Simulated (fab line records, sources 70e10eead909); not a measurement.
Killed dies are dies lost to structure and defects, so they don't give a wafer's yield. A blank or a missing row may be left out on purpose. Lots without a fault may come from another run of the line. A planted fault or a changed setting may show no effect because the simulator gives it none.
Which tool did it? | flow nand_harc | 24 lots, 72 wafers sampled, at 1 step of a route of 1159

WHAT THE GAUGES READ, wafer by wafer
NHARC_P_GATE_INSPECT_68. Usual: raw_defect_count 208, standard deviation 96.
lot  | measured     | on                | raw_defect_count | flag
L074 | day 5 08:30  | defect_inspect-01 | 181 172 120      |
L075 | day 5 17:52  | defect_inspect-01 | 293 133 157      |
L076 | day 5 21:35  | defect_inspect-01 | 275 301 262      |
L077 | day 5 22:27  | defect_inspect-01 | 165 154 196      |
L078 | day 6 10:31  | defect_inspect-01 | 147 108 154      |
L079 | day 6 11:11  | defect_inspect-02 | 96 79 94         |
L080 | day 7 04:34  | defect_inspect-02 | 161 119 182      |
L081 | day 7 05:00  | defect_inspect-02 | 208 143 190      |
L082 | day 7 11:02  | defect_inspect-01 | 283 299 234      |
L083 | day 7 21:38  | defect_inspect-01 | 414 213 233      |
L085 | day 8 15:31  | defect_inspect-01 | 174 253 129      |
L084 | day 8 16:46  | defect_inspect-02 | 339 213 247      |
L088 | day 8 17:22  | defect_inspect-02 | 401 156 220      |
L086 | day 8 21:48  | defect_inspect-01 | 328 287 327      |
L087 | day 8 22:51  | defect_inspect-01 | 210 182 282      |
L089 | day 9 06:52  | defect_inspect-01 | 185 141 239      |
L090 | day 9 07:29  | defect_inspect-01 | 199 212 271      |
L091 | day 9 18:08  | defect_inspect-02 | 246 185 146      |
L093 | day 9 22:38  | defect_inspect-02 | 138 194 237      |
L092 | day 10 00:40 | defect_inspect-01 | 103 124 194      |
L095 | day 10 12:38 | defect_inspect-02 | 214 300 325      |
L094 | day 10 13:20 | defect_inspect-02 | 99 121 155       |
L097 | day 11 00:55 | defect_inspect-01 | 188 111 144      |
L096 | day 11 01:41 | defect_inspect-02 | 263 149 212      |

WHICH TOOL RAN EACH LOT (tool, then ch and the chambers of the sampled wafers, then the start)
The record holds no process step before these readings.

WHAT THE TOOLS THEMSELVES READ (means of the sampled wafers that have a number; where no wafer has one, the mark that the record gives instead)
The record holds no such reading with a usual standard deviation.

THE ANSWER, worked out from the rows above alone
Rule: a lot is off if the mean of its wafers that have a number lies more than 3 standard deviations from the usual mean. A lot without any number at a reading at which 4 lots or more have one is off too. The other lots that the step has rows for count as sound. The gauges are gone through in route order, then the tools' own readings, and for those a lot's mean is taken as printed above. The first step at which some lot is off is used, and at that step the reading that is off furthest; a lot without a number counts as furthest.
No lot is off at any reading shown: from this, nothing can be told.

WHAT THE SIMULATOR HAD PUT IN
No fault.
